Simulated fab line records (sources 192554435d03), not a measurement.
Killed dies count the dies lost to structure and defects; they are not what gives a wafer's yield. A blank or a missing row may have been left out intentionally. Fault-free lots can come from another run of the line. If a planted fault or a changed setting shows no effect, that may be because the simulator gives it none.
Which of the tools did it? + flow n5_finfet + 9 lots, 27 wafers sampled, at 6 steps of a route of 1938

== WHAT THE GAUGES READ, wafer by wafer ==
N5_BEOL_M0_SAQP_CD_MEAS_40: the cd target is 30 nm. Usual: cd_nm at 30.05 nm, with a standard deviation of 0.23.
| lot  | measured     | on        | cd_nm (nm)        | flag |
|------|--------------|-----------|-------------------|------|
| L688 | day 5 19:12  | cd_sem-03 | 30.26 30.38 30.03 |      |
| L689 | day 6 02:16  | cd_sem-02 | 29.79 29.86 29.66 |      |
| L693 | day 7 05:29  | cd_sem-01 | 29.95 29.83 29.98 |      |
| L698 | day 8 08:47  | cd_sem-01 | 29.51 30.41 30.37 |      |
| L699 | day 8 19:13  | cd_sem-01 | 19.73 30.13 30.07 | OFF  |
| L701 | day 9 03:21  | cd_sem-03 | 29.88 30.27 30.53 |      |
| L703 | day 9 13:50  | cd_sem-02 | 19.20 30.29 29.80 | OFF  |
| L709 | day 11 01:10 | cd_sem-02 | 29.90 30.07 30.43 |      |
| L710 | day 11 09:20 | cd_sem-02 | 30.24 29.94 30.08 |      |

N5_BEOL_M4_RC_MEAS_101. Usual: DIBL_N 36.5 mV/V, standard deviation 1.7; DIBL_P 36.3 mV/V, standard deviation 2.1; IOFF_N 0.16 nA/um, standard deviation 0.036; IOFF_P 0.21 nA/um, standard deviation 0.037; ION_N 676 uA/um, standard deviation 12; ION_P 462 uA/um, standard deviation 7.6; SS_N 71.5 mV/dec, standard deviation 0.68; SS_P 73.3 mV/dec, standard deviation 0.63; VT_N 249 mV, standard deviation 3.5; VT_P -250 mV, standard deviation 3.5.
| lot  | measured     | on        | DIBL_N (mV/V)  | DIBL_P (mV/V)  | IOFF_N (nA/um) | IOFF_P (nA/um) | ION_N (uA/um) | ION_P (uA/um) | SS_N (mV/dec)  | SS_P (mV/dec)  | VT_N (mV)   | VT_P (mV)      | flag |
|------|--------------|-----------|----------------|----------------|----------------|----------------|---------------|---------------|----------------|----------------|-------------|----------------|------|
| L688 | day 8 16:08  | prober-02 | 37.9 37.5 36.5 | 37.5 37.1 36.5 | 0.20 0.21 0.18 | 0.24 0.24 0.22 | 697 696 685   | 470 476 471   | 71.8 71.3 71.8 | 73.1 73.3 72.8 | 243 242 245 | -249 -247 -247 |      |
| L689 | day 8 10:57  | prober-02 | 36.3 37.3 36.6 | 36.9 38.5 38.4 | 0.16 0.17 0.17 | 0.18 0.19 0.18 | 681 682 675   | 452 452 453   | 71.1 71.8 71.8 | 73.4 72.8 74.1 | 250 253 250 | -253 -255 -256 |      |
| L693 | day 9 14:08  | prober-02 | 37.0 35.8 35.7 | 35.0 32.9 33.9 | 0.14 0.12 0.13 | 0.20 0.17 0.19 | 672 664 659   | 461 459 460   | 71.3 71.0 70.6 | 72.7 72.8 72.7 | 253 257 252 | -249 -251 -251 |      |
| L698 | day 11 06:54 | prober-01 | 35.1 39.3 36.9 | 33.4 38.0 36.1 | 0.11 0.19 0.15 | 0.14 0.20 0.18 | 662 684 673   | 449 454 459   | 71.0 72.7 71.5 | 72.6 73.4 73.1 | 252 247 248 | -256 -254 -255 |      |
| L699 | day 11 11:39 | prober-01 | 36.2 36.8      | 37.2 38.8      | 0.15 0.18      | 0.19 0.22      | 677 686       | 457 465       | 70.7 71.7      | 73.5 74.0      | 249 247     | -250 -250      |      |
| L701 | day 11 11:36 | prober-02 | 38.1 35.3 36.1 | 39.7 36.3 37.3 | 0.23 0.17 0.19 | 0.26 0.21 0.22 | 695 685 688   | 469 467 466   | 73.0 71.8 71.5 | 73.4 73.4 73.4 | 244 250 248 | -248 -250 -252 |      |
| L703 | day 11 20:03 | prober-01 | 33.6 35.1      | 34.0 36.0      | 0.13 0.14      | 0.18 0.21      | 667 667       | 460 461       | 70.8 71.1      | 73.0 73.9      | 252 253     | -254 -249      |      |
| L709 | day 13 22:52 | prober-02 | 38.3 36.6 35.1 | 38.7 36.7 35.0 | 0.19 0.14 0.14 | 0.25 0.23 0.20 | 673 654 668   | 469 459 462   | 72.7 71.7 71.7 | 73.5 73.3 73.1 | 246 253 250 | -248 -248 -249 |      |
| L710 | day 13 22:10 | prober-01 | 39.0 36.7 35.6 | 37.7 36.5 34.4 | 0.19 0.16 0.13 | 0.24 0.24 0.19 | 679 689 679   | 463 480 464   | 73.4 70.5 71.2 | 74.3 73.0 72.9 | 246 248 250 | -247 -246 -252 |      |

== TOOL THAT RAN EACH LOT (tool first, then ch and the chambers of the sampled wafers, then the start) ==
| lot  | N5_BEOL_M0_SAQP_SPACER1_ALD_98   | N5_BEOL_M0_SAQP_RECESS_109         | N5_BEOL_M0_SAQP_EXPOSE_37         | N5_BEOL_M0_SAQP_ETCH_73            |
|------|----------------------------------|------------------------------------|-----------------------------------|------------------------------------|
| L688 | ald_sin-01 ch 0,1,2, day 5 15:17 | vapor_etch-02 ch 0,1, day 5 17:32  | euv_scanner-01 ch 0, day 5 19:04  | rie_diel-04 ch 0,2,3, day 5 19:22  |
| L689 | ald_sin-02 ch 0,2,3, day 5 23:06 | vapor_etch-02 ch 0,1, day 6 00:55  | euv_scanner-02 ch 0, day 6 02:08  | rie_diel-04 ch 0,3, day 6 02:38    |
| L693 | ald_sin-02 ch 0,2, day 7 02:32   | vapor_etch-02 ch 0,1, day 7 04:10  | euv_scanner-01 ch 0, day 7 05:22  | rie_diel-05 ch 2,3, day 7 05:51    |
| L698 | ald_sin-01 ch 0,2,3, day 8 05:58 | vapor_etch-02 ch 0,1, day 8 07:36  | euv_scanner-02 ch 0, day 8 08:40  | rie_diel-05 ch 0,1,3, day 8 08:58  |
| L699 | ald_sin-03 ch 2,3, day 8 16:13   | vapor_etch-02 ch 0,1, day 8 17:48  | euv_scanner-02 ch 0, day 8 19:05  | rie_diel-01 ch 1,2, day 8 19:23    |
| L701 | ald_sin-01 ch 1,3, day 9 00:31   | vapor_etch-01 ch 0,1, day 9 02:10  | euv_scanner-01 ch 0, day 9 03:13  | rie_diel-01 ch 1,2,3, day 9 03:49  |
| L703 | ald_sin-01 ch 2,3, day 9 10:56   | vapor_etch-02 ch 0,1, day 9 12:31  | euv_scanner-02 ch 0, day 9 13:43  | rie_diel-01 ch 2,3, day 9 14:40    |
| L709 | ald_sin-03 ch 0,3, day 10 22:05  | vapor_etch-02 ch 0,1, day 10 23:41 | euv_scanner-01 ch 0, day 11 01:02 | rie_diel-04 ch 0,1,3, day 11 01:32 |
| L710 | ald_sin-02 ch 0,1, day 11 06:09  | vapor_etch-02 ch 0,1, day 11 08:08 | euv_scanner-01 ch 0, day 11 09:13 | rie_diel-05 ch 2,3, day 11 09:31   |
- N5_BEOL_M0_SAQP_SPACER1_ALD_98: deposits SiO2, target thk 12.8 nm, pulse time 1 s, purge time 2 s.
- N5_BEOL_M0_SAQP_RECESS_109: chemistry HF/NH3, target SiO2, target depth 3 nm, afs cycles 1, sublimation time 60 s.
- N5_BEOL_M0_SAQP_EXPOSE_37: exposes mask M0 CUT1, target cd 30 nm.
- N5_BEOL_M0_SAQP_ETCH_73: etches SiARC in CF4, target depth 19.5 nm, time 32.5 s.

== WHAT THE TOOLS THEMSELVES READ (means of the sampled wafers that have a number; where no wafer has one, the mark that the record gives instead) ==
N5_BEOL_M0_SAQP_SPACER1_ALD_98. Usual: chamber_pressure_Torr 2.000 Torr, standard deviation 0.0038; heater_power_outer_w 260 W, standard deviation 40; heater_power_w 470 W, standard deviation 58; precursor_pulse_height_rel 1.001, standard deviation 0.02.
| lot  | tool       | chamber_pressure_Torr (Torr) | heater_power_outer_w (W) | heater_power_w (W) | precursor_pulse_height_rel | flag |
|------|------------|------------------------------|--------------------------|--------------------|----------------------------|------|
| L688 | ald_sin-01 | 2.003                        | 242                      | 464                | 1.001                      |      |
| L689 | ald_sin-02 | 1.997                        | 298                      | 515                | 0.985                      |      |
| L693 | ald_sin-02 | 1.997                        | 320                      | 532                | 0.983                      |      |
| L698 | ald_sin-01 | 2.001                        | 254                      | 463                | 1.009                      |      |
| L699 | ald_sin-03 | 2.004                        | 237                      | 434                | 0.990                      |      |
| L701 | ald_sin-01 | 2.002                        | 276                      | 492                | 1.007                      |      |
| L703 | ald_sin-01 | 1.996                        | 265                      | 468                | 1.011                      |      |
| L709 | ald_sin-03 | 1.999                        | 275                      | 516                | 0.992                      |      |
| L710 | ald_sin-02 | 2.008                        | 316                      | 540                | 1.007                      |      |

N5_BEOL_M0_SAQP_RECESS_109. Usual: drypump_motor_current_A at 5.42 A, with a standard deviation of 0.19.
| lot  | tool          | drypump_motor_current_A (A) | flag |
|------|---------------|-----------------------------|------|
| L688 | vapor_etch-02 | 5.39                        |      |
| L689 | vapor_etch-02 | 5.39                        |      |
| L693 | vapor_etch-02 | 5.37                        |      |
| L698 | vapor_etch-02 | 5.45                        |      |
| L699 | vapor_etch-02 | 5.43                        |      |
| L701 | vapor_etch-01 | 5.52                        |      |
| L703 | vapor_etch-02 | 5.36                        |      |
| L709 | vapor_etch-02 | 5.43                        |      |
| L710 | vapor_etch-02 | 5.43                        |      |

N5_BEOL_M0_SAQP_EXPOSE_37. Usual: focus_offset_nm at 0.0 nm, with a standard deviation of 0.51.
| lot  | tool           | focus_offset_nm (nm) | flag |
|------|----------------|----------------------|------|
| L688 | euv_scanner-01 | -0.1                 |      |
| L689 | euv_scanner-02 | 0.1                  |      |
| L693 | euv_scanner-01 | -0.4                 |      |
| L698 | euv_scanner-02 | 0.0                  |      |
| L699 | euv_scanner-02 | 0.0                  |      |
| L701 | euv_scanner-01 | 0.3                  |      |
| L703 | euv_scanner-02 | -0.2                 |      |
| L709 | euv_scanner-01 | 0.1                  |      |
| L710 | euv_scanner-01 | 0.2                  |      |

N5_BEOL_M0_SAQP_ETCH_73. Usual: drypump_motor_current_A 5.7 A, standard deviation 0.44; etch_rf_on_time_s 32.4 s, standard deviation 0.76; oes_product_au 0.68 a.u., standard deviation 0.053; rf_vpp_V 184.1 V, standard deviation 1.2; showerhead_plenum_p_Torr 2.14 Torr, standard deviation 0.067; throttle_valve_pct 15.60 %, standard deviation 0.15.
| lot  | tool        | drypump_motor_current_A (A) | etch_rf_on_time_s (s) | oes_product_au (a.u.) | rf_vpp_V (V) | showerhead_plenum_p_Torr (Torr) | throttle_valve_pct (%) | flag |
|------|-------------|-----------------------------|-----------------------|-----------------------|--------------|---------------------------------|------------------------|------|
| L688 | rie_diel-04 | 5.5                         | 32.4                  | 0.62                  | 183.6        | 2.07                            | 15.66                  |      |
| L689 | rie_diel-04 | 5.5                         | 32.6                  | 0.62                  | 183.7        | 2.07                            | 15.67                  |      |
| L693 | rie_diel-05 | 5.9                         | 32.0                  | 0.64                  | 185.1        | 2.18                            | 15.72                  |      |
| L698 | rie_diel-05 | 6.1                         | 32.4                  | 0.70                  | 184.7        | 2.16                            | 15.64                  |      |
| L699 | rie_diel-01 | 5.9                         | 32.9                  | 0.70                  | 183.1        | 2.09                            | 15.46                  |      |
| L701 | rie_diel-01 | 5.9                         | 33.2                  | 0.68                  | 183.7        | 2.11                            | 15.53                  |      |
| L703 | rie_diel-01 | 5.7                         | 32.8                  | 0.66                  | 183.9        | 2.13                            | 15.61                  |      |
| L709 | rie_diel-04 | 5.6                         | 31.4                  | 0.71                  | 185.4        | 2.22                            | 15.52                  |      |
| L710 | rie_diel-05 | 5.6                         | 32.3                  | 0.64                  | 184.3        | 2.16                            | 15.78                  |      |

== THE ANSWER, worked out from the rows above alone ==
Rule: lot off if the mean of its wafers having a number is beyond 3 standard deviations from the usual mean. A lot without any number at a reading at which 4 lots or more have one is off too. All remaining lots with rows at the step are treated as sound. Order of review: gauges by route order, followed by the tools' own readings, for which a lot's mean as printed above is used. The first step at which some lot is off is used, and at that step the reading that is off furthest; a lot without a number counts as furthest.
Off, at N5_BEOL_M0_SAQP_CD_MEAS_40 on cd_nm: L699, L703.
If a tool, at a process step before that reading, ran all the lots that are off and no sound lot after the first of them, it fits. Those tools and the gauges at N5_BEOL_M0_SAQP_CD_MEAS_40 are tried in the same way. One fits: N5_BEOL_M0_SAQP_EXPOSE_37 on euv_scanner-02. Its last sound lot is L698 (day 8 08:40), its first lot that is off L699 (day 8 19:05): a fault that began between those two fits.

== WHAT HAD BEEN PUT IN BY THE SIMULATOR ==
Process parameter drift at N5_BEOL_M0_SAQP_EXPOSE_37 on euv_scanner-02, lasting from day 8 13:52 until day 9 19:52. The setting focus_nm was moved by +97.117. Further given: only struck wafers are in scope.
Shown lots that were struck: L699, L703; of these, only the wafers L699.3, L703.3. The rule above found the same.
